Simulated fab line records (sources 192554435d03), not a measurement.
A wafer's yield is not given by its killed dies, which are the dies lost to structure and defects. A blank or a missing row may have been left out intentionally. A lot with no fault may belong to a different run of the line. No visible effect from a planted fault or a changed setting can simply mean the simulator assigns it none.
fab line records | flow n5Finfet
record: lots: 24 wafers: 72 lastDay: 19
route steps=1938 shown FIN_SAQP@124 FIN_CUT@166 STI_FIN_REVEAL@183
lots untouched by any fault: they come from a run of this same line in which no faults occurred
startH: hours from the record's first day to the start of the lot's first wafer shown | waitH: hours elapsed since this lot's preceding step | " as in the row above | L1.1+2: one row covering several wafers at once | - either no value or no given start | * or withheld: withheld | < > ~ a bound
route shown NAME@n: a module of which the file shows steps, and the number in the route of the first | usual: the fault-free wafers' mean and standard deviation | same: alike in all rows | chamber/n: place in a boat | sites: the reading at each site | _std_site: the values' standard deviation | _edge_site: inner sites' mean taken away from outer sites' mean | radiusMm: how far each site lies from the wafer's centre | mask NAME#n: copy n | behind: the last tool/chamber to shape the wafer | hold: reason for holding the lot/hours on hold/outcome of the hold | device: the n, p or np transistor that did not switch | end of line: the route-end tests of the same wafers | a step with no rows: only its recipe | killed: dies lost to structure and defects at the first sort, not the wafer's yield | map: dies across one wafer; x = killed, . = not, _ = none there
set.NAME: the setting that was run; set.NAME@STEP: the one run at that earlier step | model.NAME: the simulator's own value behind a step, which no gauge read
the route's steps for a sample of lots (tables are steps, rows are wafers)
services: from which hour (startH, from the record's first day; less than 0 if before it) a tool's chamber was out of use, for how many hours, and why
== steps ==
step: N5_FIN_SAQP_RECESS_75
recipe: chemistry: HF/NH3 target: SiO2 targetDepthA: 144 afsCycles: 3 tempC: 30 sublimationTempC: 180 sublimationTimeS: 60
usual: drypumpMotorCurrentA: 5.6/0.33
columns lot.wafer tool chamber startH waitH drypumpMotorCurrentA
L074.2 vaporEtch-02 1 22.36 0.0 5.1
L074.3 " 1 " " 5.1
L074.5 " 0 " " 5.7
L075.3 vaporEtch-02 1 29.62 0.1 5.1
L075.4 " 0 " " 5.7
L075.6 " 1 " " 5.1
L076.1 vaporEtch-01 0 35.62 0.9 5.6
L076.2 " 1 " " 6.0
L076.6 " 0 " " 5.6
L077.3 vaporEtch-02 1 41.09 0.1 5.1
L077.4 " 0 " " 5.7
L077.5 " 0 " " 5.6
L078.1 vaporEtch-01 0 46.99 0.0 5.6
L078.2 " 1 " " 6.0
L078.4 " 0 " " 5.6
L079.1 vaporEtch-02 0 52.71 0.0 5.7
L079.3 " 0 " " 5.7
L079.6 " 1 " " 5.1
L080.1 vaporEtch-01 0 58.42 0.0 5.6
L080.2 " 1 " " 6.0
L080.6 " 1 " " 6.0
L081.1 vaporEtch-02 0 67.27 0.0 5.7
L081.4 " 0 " " 5.7
L081.6 " 1 " " 5.1
L082.2 vaporEtch-01 0 72.44 0.0 5.6
L082.4 " 0 " " 5.6
L082.5 " 0 " " 5.6
L083.2 vaporEtch-01 1 78.58 0.0 6.0
L083.3 " 1 " " 6.0
L083.4 " 0 " " 5.6
L084.4 vaporEtch-02 0 83.09 0.1 5.7
L084.5 " 0 " " 5.7
L084.6 " 1 " " 5.1
L085.3 vaporEtch-01 1 90.09 0.1 6.0
L085.4 " 0 " " 5.6
L085.5 " 1 " " 6.0
L086.1 vaporEtch-02 1 94.74 0.0 5.1
L086.3 " 1 " " 5.1
L086.5 " 1 " " 5.1
L087.3 vaporEtch-01 0 102.09 0.1 5.6
L087.4 " 1 " " 6.0
L087.6 " 0 " " 5.6
L088.1 vaporEtch-01 0 107.57 0.0 5.6
L088.3 " 1 " " 6.0
L088.4 " 0 " " 5.6
L089.1 vaporEtch-02 0 113.07 0.0 5.7
L089.2 " 1 " " 5.1
L089.6 " 1 " " 5.1
L090.1 vaporEtch-01 0 120.10 0.0 5.6
L090.2 " 1 " " 6.0
L090.4 " 1 " " 6.0
L091.4 vaporEtch-01 1 125.04 0.1 6.0
L091.5 " 0 " " 5.6
L091.6 " 1 " " 6.0
L092.1 vaporEtch-02 1 130.38 0.0 5.1
L092.3 " 0 " " 5.7
L092.4 " 1 " " 5.1
L093.1 vaporEtch-01 1 137.05 0.0 6.0
L093.2 " 0 " " 5.6
L093.5 " 0 " " 5.6
L094.1 vaporEtch-01 0 142.60 0.0 5.6
L094.3 " 1 " " 6.0
L094.5 " 0 " " 5.6
L095.4 vaporEtch-02 0 150.46 0.1 5.7
L095.5 " 0 " " 5.7
L095.6 " 1 " " 5.1
L096.3 vaporEtch-02 0 154.97 0.2 5.7
L096.5 " 0 " " 5.7
L096.6 " 1 " " 5.1
L097.2 vaporEtch-02 1 161.32 0.0 5.1
L097.3 " 0 " " 5.7
L097.5 " 1 " " 5.1
step: N5_FIN_SAQP_CD_MEAS_27
recipe: targetCdNm: 20 landingEnergyEv: 1000 detector: seInlens polarity: line
usual: cdNm: 20.23/0.26
columns lot.wafer tool chamber startH waitH cdNm
L074.2 cdSem-01 0 23.76 0.1 20.01
L074.3 " 0 " " 20.72
L074.5 " 0 " " 19.93
L075.3 cdSem-01 0 31.00 0.1 20.27
L075.4 " 0 " " 20.66
L075.6 " 0 " " 20.30
L076.1 cdSem-02 0 37.38 0.1 20.12
L076.2 " 0 " " 20.18
L076.6 " 0 " " 20.36
L077.3 cdSem-01 0 42.28 0.1 19.83
L077.4 " 0 " " 20.34
L077.5 " 0 " " 20.01
L078.1 cdSem-02 0 48.29 0.1 20.79
L078.2 " 0 " " 20.10
L078.4 " 0 " " 20.21
L079.1 cdSem-03 0 54.02 0.1 20.36
L079.3 " 0 " " 20.29
L079.6 " 0 " " 19.91
L080.1 cdSem-01 0 59.73 0.1 20.52
L080.2 " 0 " " 20.20
L080.6 " 0 " " 20.05
L081.1 cdSem-03 0 68.77 0.1 20.62
L081.4 " 0 " " 19.90
L081.6 " 0 " " 20.51
L082.2 cdSem-03 0 74.01 0.1 20.85
L082.4 " 0 " " 20.64
L082.5 " 0 " " 20.31
L083.2 cdSem-01 0 79.88 0.1 20.21
L083.3 " 0 " " 20.64
L083.4 " 0 " " 20.03
L084.4 cdSem-03 0 84.47 0.1 20.29
L084.5 " 0 " " 20.26
L084.6 " 0 " " 20.11
L085.3 cdSem-03 0 91.27 0.1 20.84
L085.4 " 0 " " 19.72
L085.5 " 0 " " 20.13
L086.1 cdSem-01 0 96.34 0.1 19.60
L086.3 " 0 " " 20.17
L086.5 " 0 " " 20.13
L087.3 cdSem-03 0 103.43 0.1 20.24
L087.4 " 0 " " 20.22
L087.6 " 0 " " 19.61
L088.1 cdSem-01 0 108.86 0.1 19.98
L088.3 " 0 " " 19.80
L088.4 " 0 " " 19.73
L089.1 cdSem-01 0 114.37 0.1 20.73
L089.2 " 0 " " 20.22
L089.6 " 0 " " 20.45
L090.1 cdSem-01 0 121.48 0.1 19.95
L090.2 " 0 " " 20.22
L090.4 " 0 " " 19.95
L091.4 cdSem-01 0 126.23 0.1 20.32
L091.5 " 0 " " 20.08
L091.6 " 0 " " 20.50
L092.1 cdSem-01 0 131.68 0.1 20.37
L092.3 " 0 " " 20.13
L092.4 " 0 " " 20.25
L093.1 cdSem-01 0 138.38 0.1 20.45
L093.2 " 0 " " 20.31
L093.5 " 0 " " 20.32
L094.1 cdSem-01 0 143.89 0.1 20.06
L094.3 " 0 " " 19.89
L094.5 " 0 " " 20.05
L095.4 cdSem-02 0 151.69 0.1 20.38
L095.5 " 0 " " 20.21
L095.6 " 0 " " 20.60
L096.3 cdSem-02 0 156.17 0.1 20.32
L096.5 " 0 " " 20.29
L096.6 " 0 " " 20.53
L097.2 cdSem-03 0 163.21 0.1 20.45
L097.3 " 0 " " 20.58
L097.5 " 0 " " 20.03
step: N5_FIN_SAQP_FIN_ETCH_36
recipe: chemistry: HBr/Cl2/O2 targetDepthA: 1200 maskMaterial: SiNx timeS: 50.4 biasW: 102 pressureMtorr: 10 icpW: 800 HBr_flow_sccm: 150 Cl2_flow_sccm: 80 O2_flow_sccm: 12
usual: drypumpMotorCurrentA: 5.6/0.38 oesProductAu: 1.011/0.024 throttleValvePct: 36.0/0.35
same: timeS: 50.4
columns lot.wafer tool chamber startH waitH drypumpMotorCurrentA oesProductAu rfHoursCounterH throttleValvePct
L074.2 rieSi-02 0 25.75 0.0 5.3 1.005 96 36.1
L074.3 " 1 " " 6.1 0.980 66 35.1
L074.5 " 0 " " 5.3 0.999 - 36.1
L075.3 rieSi-02 2 33.51 0.0 5.7 1.032 96 36.2
L075.4 " 1 " " 6.1 0.971 67 35.1
L075.6 " 2 " " 5.7 1.029 - 36.1
L076.1 rieSi-04 1 39.43 0.0 5.6 0.982 49 36.2
L076.2 " 2 " " 4.9 0.998 2 36.3
L076.6 " 3 " " 5.2 1.033 - 35.9
L077.3 rieSi-02 0 45.03 0.0 5.3 0.995 96 36.1
L077.4 " 0 " " 5.3 1.006 - 36.1
L077.5 " 2 " " 5.7 1.024 - 36.2
L078.1 rieSi-02 2 51.22 0.0 5.7 1.025 96 36.2
L078.2 " 0 " " 5.3 1.010 96 36.1
L078.4 " 1 " " 6.1 0.986 67 35.1
L079.1 rieSi-02 0 56.89 0.0 5.3 1.008 96 36.1
L079.3 " 2 " " 5.7 1.030 97 36.1
L079.6 " 1 " " 6.1 0.973 - 35.1
L080.1 rieSi-02 0 62.24 0.0 5.3 1.008 97 36.1
L080.2 " 2 " " 5.7 1.030 97 36.2
L080.6 " 0 " " 5.3 1.002 - 36.1
L081.1 rieSi-04 0 71.20 0.0 5.5 1.029 5 35.6
L081.4 " 1 " " 5.6 0.971 49 36.2
L081.6 " 3 " " 5.3 1.026 - 35.9
L082.2 rieSi-04 1 75.90 0.0 5.6 0.979 49 36.2
L082.4 " 3 " " 5.3 1.024 79 35.9
L082.5 " 1 " " 5.6 0.973 - 36.2
L083.2 rieSi-04 1 82.04 0.0 5.6 0.984 50 36.2
L083.3 " 3 " " 5.3 1.026 80 35.9
L083.4 " 0 " " 5.5 1.048 5 35.5
L084.4 rieSi-04 1 86.98 0.0 5.6 0.964 50 36.2
L084.5 " 3 " " 5.3 1.017 - 35.9
L084.6 " 2 " " 4.9 0.993 - 36.3
L085.3 rieSi-02 1 93.16 0.0 6.1 0.981 68 35.1
L085.4 " 3 " " 6.0 1.046 109 36.3
L085.5 " 2 " " 5.7 1.034 - 36.2
L086.1 rieSi-04 1 98.49 0.0 5.6 0.989 50 36.2
L086.3 " 0 " " 5.5 1.046 5 35.5
L086.5 " 0 " " 5.5 1.035 - 35.5
L087.3 rieSi-06 1 105.49 0.0 5.7 0.995 135 35.7
L087.4 " 2 " " 6.3 0.994 - 35.8
L087.6 " 0 " " 5.9 1.011 - 36.2
L088.1 rieSi-04 3 110.82 0.0 5.3 1.027 80 35.9
L088.3 " 0 " " 5.5 1.041 6 35.6
L088.4 " 1 " " 5.6 0.967 50 36.2
L089.1 rieSi-02 1 116.28 0.0 6.1 0.980 68 35.1
L089.2 " 0 " " 5.3 1.017 98 36.1
L089.6 " 1 " " 6.1 0.979 - 35.1
L090.1 rieSi-06 2 123.54 0.0 6.2 0.999 6 35.9
L090.2 " 1 " " 5.7 0.998 136 35.7
L090.4 " 2 " " 6.3 0.993 - 35.8
L091.4 rieSi-04 0 128.17 0.0 5.5 1.038 6 35.5
L091.5 " 3 " " 5.3 1.035 - 35.9
L091.6 " 0 " " 5.5 1.029 - 35.5
L092.1 rieSi-06 0 134.15 0.0 5.9 1.025 58 36.1
L092.3 " 3 " " 5.5 0.978 43 36.2
L092.4 " 1 " " 5.7 0.998 136 35.7
L093.1 rieSi-06 2 140.38 0.0 6.3 0.994 7 35.8
L093.2 " 0 " " 5.9 1.021 58 36.1
L093.5 " 2 " " 6.3 1.001 - 35.8
L094.1 rieSi-04 2 145.90 0.0 4.9 0.987 4 36.3
L094.3 " 1 " " 5.6 0.963 51 36.2
L094.5 " 2 " " 4.9 0.998 - 36.3
L095.4 rieSi-04 0 153.79 0.0 5.5 1.030 7 35.6
L095.5 " 0 " " 5.5 1.024 - 35.6
L095.6 " 3 " " 5.3 1.036 - 35.9
L096.3 rieSi-02 0 158.04 0.0 5.3 1.011 99 36.1
L096.5 " 3 " " 5.9 1.042 - 36.3
L096.6 " 0 " " 5.3 1.009 - 36.1
L097.2 rieSi-02 3 167.04 0.0 6.0 1.045 111 36.3
L097.3 " 0 " " 5.3 1.010 99 36.1
L097.5 " 2 " " 5.7 1.030 - 36.1
step: N5_FIN_CUT_DESCUM_13
recipe: chemistry: O2 timeS: 7 sourcePowerW: 50 biasPowerW: 20 pressureMtorr: 20 rfFrequencyHz: 2.712e+07 tempC: 40 resist: CAR-EUV o2FlowSccm: 225
usual: biasPowerW: 20.01/0.063 drypumpMotorCurrentA: 5.8/0.3 oesProductAu: 0.77/0.072 rfVppV: 242.5/1 showerheadPlenumPTorr: 2.05/0.053 throttleValvePct: 20.47/0.23
same: timeS: 7
columns lot.wafer tool chamber startH waitH biasPowerW drypumpMotorCurrentA oesProductAu rfHoursCounterH rfVppV showerheadPlenumPTorr throttleValvePct
L074.2 rieDiel-06 3 27.03 0.5 19.90 5.9 0.83 95 239.5 2.01 20.22
L074.3 " 1 " " 20.01 5.7 0.80 120 240.6 2.04 20.46
L074.5 " 1 " " 20.03 5.6 0.78 - 242.8 2.04 20.47
L075.3 rieDiel-06 3 34.19 0.0 19.95 5.9 0.81 97 242.4 2.01 20.21
L075.4 " 2 " " 20.04 5.3 0.71 - 241.2 2.01 20.85
L075.6 " 3 " " 20.05 5.9 0.82 - 242.3 2.01 20.24
L076.1 rieDiel-03 1 40.10 0.0 20.04 6.0 0.80 95 243.0 2.09 20.20
L076.2 " 2 " " 20.06 6.0 0.73 154 241.8 2.00 20.34
L076.6 " 2 " " 20.05 6.0 0.72 - 241.6 2.00 20.30
L077.3 rieDiel-05 2 46.03 0.2 19.98 5.3 0.76 157 243.0 2.06 20.25
L077.4 " 0 " " 20.06 5.5 0.67 240 243.7 2.12 20.88
L077.5 " 3 " " 20.11 6.0 0.89 - 242.2 2.15 20.57
L078.1 rieDiel-03 0 52.03 0.0 20.07 6.4 0.67 230 243.5 2.08 20.71
L078.2 " 2 " " 20.09 6.0 0.72 158 243.3 2.00 20.34
L078.4 " 3 " " 19.95 5.7 0.79 129 242.2 2.01 20.54
L079.1 rieDiel-03 3 57.71 0.0 19.98 5.7 0.79 131 242.6 2.01 20.55
L079.3 " 1 " " 19.82 6.0 0.81 101 243.5 2.09 20.22
L079.6 " 1 " " 19.99 6.0 0.80 - 243.4 2.09 20.21
L080.1 rieDiel-05 3 62.92 0.0 20.03 6.0 0.89 31 242.9 2.14 20.58
L080.2 " 0 " " 20.02 5.5 0.66 243 244.9 2.12 20.88
L080.6 " 3 " " 19.97 6.0 0.88 - 243.4 2.14 20.59
L081.1 rieDiel-03 0 72.00 0.0 20.03 6.4 0.68 237 243.8 2.08 20.72
L081.4 " 2 " " 19.90 6.1 0.72 165 243.0 2.00 20.34
L081.6 " 1 " " 20.00 6.0 0.80 - 244.8 2.09 20.20
L082.2 rieDiel-06 0 76.57 0.0 19.95 5.6 0.94 8 243.7 2.05 20.18
L082.4 " 2 " " 19.97 5.3 0.69 226 241.1 2.01 20.88
L082.5 " 1 " " 20.09 5.6 0.77 - 241.7 2.03 20.50
L083.2 rieDiel-06 2 82.84 0.0 20.00 5.4 0.70 228 241.3 2.00 20.89
L083.3 " 1 " " 19.96 5.7 0.77 139 241.0 2.03 20.50
L083.4 " 0 " " 20.00 5.6 0.93 11 242.9 2.05 20.20
L084.4 rieDiel-03 1 87.66 0.0 19.95 5.9 0.79 110 242.8 2.09 20.22
L084.5 " 3 " " 20.03 5.7 0.79 - 242.7 2.00 20.56
L084.6 " 0 " " 20.07 6.4 0.67 - 242.7 2.08 20.73
L085.3 rieDiel-03 2 93.96 0.0 19.91 6.1 0.71 172 242.2 2.00 20.36
L085.4 " 1 " " 19.95 5.9 0.79 112 242.9 2.09 20.20
L085.5 " 3 " " 20.06 5.7 0.78 - 241.9 2.00 20.55
L086.1 rieDiel-05 1 99.35 0.1 20.03 5.7 0.75 134 243.8 2.19 20.38
L086.3 " 3 " " 20.03 6.0 0.85 43 244.7 2.14 20.60
L086.5 " 3 " " 20.08 6.0 0.86 - 244.7 2.14 20.61
L087.3 rieDiel-06 2 106.30 0.0 20.12 5.3 0.70 234 242.4 2.00 20.88
L087.4 " 3 " " 19.98 5.9 0.79 119 241.0 2.00 20.25
L087.6 " 1 " " 20.03 5.6 0.77 - 241.7 2.03 20.49
L088.1 rieDiel-06 3 111.50 0.0 20.07 5.8 0.79 120 242.9 2.00 20.26
L088.3 " 2 " " 20.04 5.3 0.69 235 241.6 2.00 20.88
L088.4 " 0 " " 19.94 5.5 0.90 18 242.5 2.05 20.19
L089.1 rieDiel-06 0 117.27 0.0 19.96 5.6 0.90 20 242.8 2.05 20.21
L089.2 " 1 " " 19.99 5.6 0.76 149 240.4 2.03 20.51
L089.6 " 0 " " 19.96 5.6 0.90 - 242.8 2.05 20.20
L090.1 rieDiel-03 2 124.25 0.0 19.94 6.1 0.70 180 242.5 1.99 20.36
L090.2 " 3 " " 20.04 5.7 0.77 151 242.6 2.00 20.56
L090.4 " 2 " " 19.98 6.0 0.71 - 242.6 1.99 20.35
L091.4 rieDiel-05 2 128.87 0.0 19.99 5.3 0.74 - 243.3 2.05 20.30
L091.5 " 1 " " 19.96 5.7 0.75 - 243.5 2.19 20.40
L091.6 " 3 " " 20.05 6.0 0.84 - 242.7 2.14 20.61
L092.1 rieDiel-06 2 134.83 0.0 20.05 5.3 0.69 241 241.9 2.00 20.89
L092.3 " 0 " " 19.99 5.6 0.88 24 242.5 2.05 20.20
L092.4 " 3 " " 20.03 5.8 0.79 125 242.6 2.00 20.25
L093.1 rieDiel-03 1 141.05 0.0 20.11 6.0 0.77 128 243.0 2.08 20.25
L093.2 " 3 " " 19.96 5.7 0.77 158 241.3 2.00 20.58
L093.5 " 1 " " 19.97 6.0 0.77 - 242.4 2.08 20.23
L094.1 rieDiel-06 0 146.57 0.0 20.11 5.6 0.88 27 242.5 2.05 20.19
L094.3 " 1 " " 20.02 5.6 0.75 156 241.2 2.03 20.53
L094.5 " 3 " " 19.88 5.9 0.79 - 242.5 2.00 20.26
L095.4 rieDiel-06 3 154.47 0.0 20.04 5.8 0.78 130 241.7 2.00 20.27
L095.5 " 2 " " 19.94 5.4 0.69 - 241.3 2.00 20.89
L095.6 " 3 " " 20.05 5.9 0.78 - 243.1 2.00 20.26
L096.3 rieDiel-03 0 158.72 0.0 19.97 6.4 0.95 2 243.0 2.07 20.39
L096.5 " 2 " " 19.95 6.1 0.69 - 240.3 1.99 20.39
L096.6 " 0 " " 19.92 6.4 0.95 - 242.4 2.07 20.38
L097.2 rieDiel-03 3 167.84 0.0 20.09 5.7 0.76 168 241.2 1.99 20.58
L097.3 " 1 " " 19.92 6.0 0.76 135 244.1 2.08 20.25
L097.5 " 0 " " 20.11 6.4 0.94 - 242.7 2.07 20.40
step: N5_FIN_CUT_CUT_ETCH_28
recipe: chemistry: HBr/Cl2/O2 target: Si targetDepthA: 60 maskMaterial: SOC timeS: 2.4 ionEnergyEv: * biasW: * pressureMtorr: 10 icpW: 800 HBr_flow_sccm: 150 Cl2_flow_sccm: 80 O2_flow_sccm: 12
usual: drypumpMotorCurrentA: 5.32/0.24 oesProductAu: 0.993/0.01 throttleValvePct: 37.2/0.45
same: timeS: 2.4
columns lot.wafer tool chamber startH waitH drypumpMotorCurrentA oesProductAu rfHoursCounterH throttleValvePct
L074.2 rieSi-05 1 27.72 0.0 5.56 0.979 179 36.7
L074.3 " 3 " " 5.70 0.996 4 37.4
L074.5 " 3 " " 5.72 0.992 - 37.4
L075.3 rieSi-03 1 36.12 0.0 5.44 0.979 6 36.6
L075.4 " 3 " " 4.96 0.988 62 37.2
L075.6 " 2 " " 5.24 0.994 - 37.4
L076.1 rieSi-01 1 40.79 0.0 4.83 0.985 83 37.9
L076.2 " 0 " " 5.52 1.005 100 37.4
L076.6 " 2 " " 5.33 0.999 - 38.2
L077.3 rieSi-01 1 46.71 0.0 4.86 0.993 83 37.9
L077.4 " 0 " " 5.54 1.008 100 37.4
L077.5 " 3 " " 5.51 1.004 - 37.0
L078.1 rieSi-05 3 52.71 0.0 5.72 0.996 5 37.4
L078.2 " 1 " " 5.56 0.979 180 36.7
L078.4 " 2 " " 5.47 0.971 138 37.4
L079.1 rieSi-03 1 58.40 0.0 5.42 0.979 6 36.6
L079.3 " 2 " " 5.26 0.993 93 37.4
L079.6 " 0 " " 5.45 1.005 - 36.7
L080.1 rieSi-05 1 63.61 0.0 5.57 0.990 180 36.7
L080.2 " 0 " " 5.04 0.985 168 37.0
L080.6 " 2 " " 5.44 0.971 - 37.4
L081.1 rieSi-01 3 72.69 0.0 5.53 1.009 193 37.0
L081.4 " 1 " " 4.86 0.989 84 37.9
L081.6 " 2 " " 5.34 0.992 - 38.2
L082.2 rieSi-03 3 77.26 0.0 4.95 1.009 63 37.2
L082.4 " 2 " " 5.27 0.994 93 37.4
L082.5 " 2 " " 5.25 0.990 - 37.4
L083.2 rieSi-03 3 83.52 0.0 4.96 0.999 63 37.2
L083.3 " 1 " " 5.43 0.975 6 36.6
L083.4 " 0 " " 5.45 0.996 169 36.7
L084.4 rieSi-03 2 88.34 0.0 5.25 0.992 93 37.4
L084.5 " 0 " " 5.45 1.007 - 36.7
L084.6 " 1 " " 5.48 0.973 - 36.6
L085.3 rieSi-05 3 94.64 0.0 5.73 0.992 6 37.4
L085.4 " 0 " " 5.01 0.983 168 37.0
L085.5 " 2 " " 5.45 0.982 - 37.4
L086.1 rieSi-01 2 100.03 0.0 5.32 1.003 155 38.2
L086.3 " 3 " " 5.52 1.017 193 37.0
L086.5 " 1 " " 4.86 0.991 - 37.9
L087.3 rieSi-01 0 106.98 0.0 5.55 1.006 101 37.4
L087.4 " 1 " " 4.84 0.990 84 37.9
L087.6 " 3 " " 5.53 1.000 - 37.0
L088.1 rieSi-03 3 112.19 0.0 4.96 0.998 63 37.2
L088.3 " 0 " " 5.46 0.996 169 36.7
L088.4 " 2 " " 5.26 0.994 94 37.4
L089.1 rieSi-03 2 117.95 0.0 5.24 0.992 94 37.4
L089.2 " 0 " " 5.45 1.007 170 36.7
L089.6 " 0 " " 5.45 0.999 - 36.7
L090.1 rieSi-05 2 124.94 0.0 5.48 0.970 139 37.4
L090.2 " 0 " " 5.04 0.990 169 37.0
L090.4 " 1 " " 5.55 0.991 181 36.8
L091.4 rieSi-03 3 129.53 0.0 4.95 1.000 64 37.2
L091.5 " 3 " " 4.97 1.005 - 37.2
L091.6 " 0 " " 5.46 0.998 - 36.7
L092.1 rieSi-03 1 135.52 0.0 5.41 0.979 7 36.6
L092.3 " 2 " " 5.24 0.993 94 37.4
L092.4 " 0 " " 5.47 1.000 170 36.7
L093.1 rieSi-03 1 141.74 0.0 5.41 0.976 8 36.6
L093.2 " 0 " " 5.43 0.997 170 36.7
L093.5 " 1 " " 5.41 0.979 - 36.6
L094.1 rieSi-03 0 147.26 0.0 5.46 1.002 170 36.7
L094.3 " 2 " " 5.26 0.992 94 37.4
L094.5 " 3 " " 4.96 1.002 - 37.2
L095.4 rieSi-03 2 155.34 0.0 5.26 0.996 95 37.4
L095.5 " 2 " " 5.25 0.996 - 37.4
L095.6 " 1 " " 5.44 0.977 - 36.6
L096.3 rieSi-05 2 159.41 0.0 5.44 0.989 140 37.4
L096.5 " 0 " " 5.04 0.991 - 37.0
L096.6 " 1 " " 5.55 0.985 - 36.8
L097.2 rieSi-01 1 168.53 0.0 4.84 0.985 85 37.9
L097.3 " 2 " " 5.35 0.992 156 38.2
L097.5 " 2 " " 5.32 1.000 - 38.2
step: N5_STI_FIN_REVEAL_ALD_00
recipe: material: SiO2 targetThkA: 10 tempC: 300 aldPrecursorFamily: BDEAS aldCoReactant: O2-plasma pulseTimeS: 1 pressureTorr: 2
usual: heaterPowerW: 470/28 precursorPulseHeightRel: 0.996/0.018
columns lot.wafer tool chamber startH waitH heaterPowerW precursorPulseHeightRel
L074.2 aldSin-04 2 27.99 0.0 428 0.989
L074.3 " 3 " " 484 1.016
L074.5 " 3 " " 492 0.995
L075.3 aldSin-02 0 36.64 0.3 428 1.021
L075.4 " 3 " " 509 1.002
L075.6 " 3 " " 487 0.990
L076.1 aldSin-02 1 41.05 0.0 499 1.012
L076.2 " 2 " " 432 0.987
L076.6 " 1 " " 505 1.006
L077.3 aldSin-01 0 47.00 0.0 488 0.980
L077.4 " 3 " " 508 0.999
L077.5 " 0 " " 490 1.001
L078.1 aldSin-01 3 52.98 0.0 512 1.009
L078.2 " 0 " " 480 1.001
L078.4 " 2 " " 446 0.993
L079.1 aldSin-04 0 58.66 0.0 459 1.057
L079.3 " 3 " " 476 1.016
L079.6 " 3 " " 494 0.992
L080.1 aldSin-01 3 63.88 0.0 511 0.981
L080.2 " 1 " " 463 0.990
L080.6 " 2 " " 441 1.008
L081.1 aldSin-02 1 72.98 0.1 494 1.011
L081.4 " 0 " " 438 0.990
L081.6 " 3 " " 510 0.978
L082.2 aldSin-04 1 77.66 0.0 441 0.991
L082.4 " 3 " " 476 0.996
L082.5 " 3 " " 490 0.972
L083.2 aldSin-01 1 84.33 0.5 454 1.046
L083.3 " 3 " " 493 0.978
L083.4 " 0 " " 505 0.995
L084.4 aldSin-01 2 89.40 0.8 450 0.995
L084.5 " 2 " " 445 1.005
L084.6 " 3 " " 498 0.973
L085.3 aldSin-02 1 94.91 0.0 497 0.986
L085.4 " 3 " " 496 1.023
L085.5 " 2 " " 431 0.984
L086.1 aldSin-02 2 100.30 0.0 444 0.959
L086.3 " 1 " " 499 0.989
L086.5 " 1 " " 507 1.029
L087.3 aldSin-01 2 107.25 0.0 446 1.013
L087.4 " 1 " " 467 0.950
L087.6 " 3 " " 483 0.982
L088.1 aldSin-01 3 112.46 0.0 493 1.006
L088.3 " 2 " " 439 0.989
L088.4 " 0 " " 482 1.004
L089.1 aldSin-02 0 118.29 0.0 433 1.049
L089.2 " 2 " " 437 0.998
L089.6 " 1 " " 495 0.979
L090.1 aldSin-01 3 125.27 0.0 492 0.984
L090.2 " 1 " " 456 1.028
L090.4 " 0 " " 491 0.990
L091.4 aldSin-01 1 129.80 0.0 456 0.989
L091.5 " 0 " " 496 0.989
L091.6 " 1 " " 454 1.000
L092.1 aldSin-01 3 135.78 0.0 501 1.000
L092.3 " 0 " " 496 1.006
L092.4 " 0 " " 495 0.993
L093.1 aldSin-04 2 142.02 0.0 425 1.020
L093.2 " 3 " " 481 1.008
L093.5 " 0 " " 459 0.944
L094.1 aldSin-02 1 147.98 0.5 507 1.002
L094.3 " 3 " " 504 0.981
L094.5 " 2 " " 434 1.010
L095.4 aldSin-02 1 155.61 0.0 507 0.959
L095.5 " 0 " " 447 0.993
L095.6 " 1 " " 509 1.010
L096.3 aldSin-01 0 159.96 0.2 498 0.999
L096.5 " 0 " " 493 0.989
L096.6 " 1 " " 466 0.982
L097.2 aldSin-04 0 168.87 0.0 452 0.968
L097.3 " 3 " " 487 1.029
L097.5 " 2 " " 429 1.002
== services ==
columns tool chamber startH hours kind
rieDiel-05 0 -0.26 6.7 repair
rieSi-04 0 -0.05 1.0 repair
aldSin-04 3 0.36 8.4 repair
rieSi-03 1 4.08 1.9 repair
aldSin-04 1 11.30 18.6 repair
rieSi-03 - 17.12 0.2 repair
vaporEtch-02 - 31.69 4.9 repair
rieDiel-06 2 42.27 12.2 repair
rieSi-02 1 43.69 3.7 repair
rieSi-05 2 47.64 4.9 repair
rieSi-01 2 52.77 12.3 repair
rieSi-03 0 62.68 2.8 repair
rieDiel-05 2 75.18 5.8 repair
aldSin-04 - 85.25 14.0 pm
rieDiel-05 0 87.02 11.6 repair
rieDiel-06 - 90.88 0.7 repair
aldSin-02 0 95.73 15.3 repair
rieSi-02 2 108.39 5.3 repair
rieSi-01 - 117.01 2.8 pm
rieSi-06 0 120.28 8.8 repair
aldSin-01 2 133.41 14.0 repair
rieDiel-03 1 154.43 5.8 repair
aldSin-04 - 155.76 12.3 repair
rieDiel-06 3 165.87 11.5 repair
== key ==
fault none
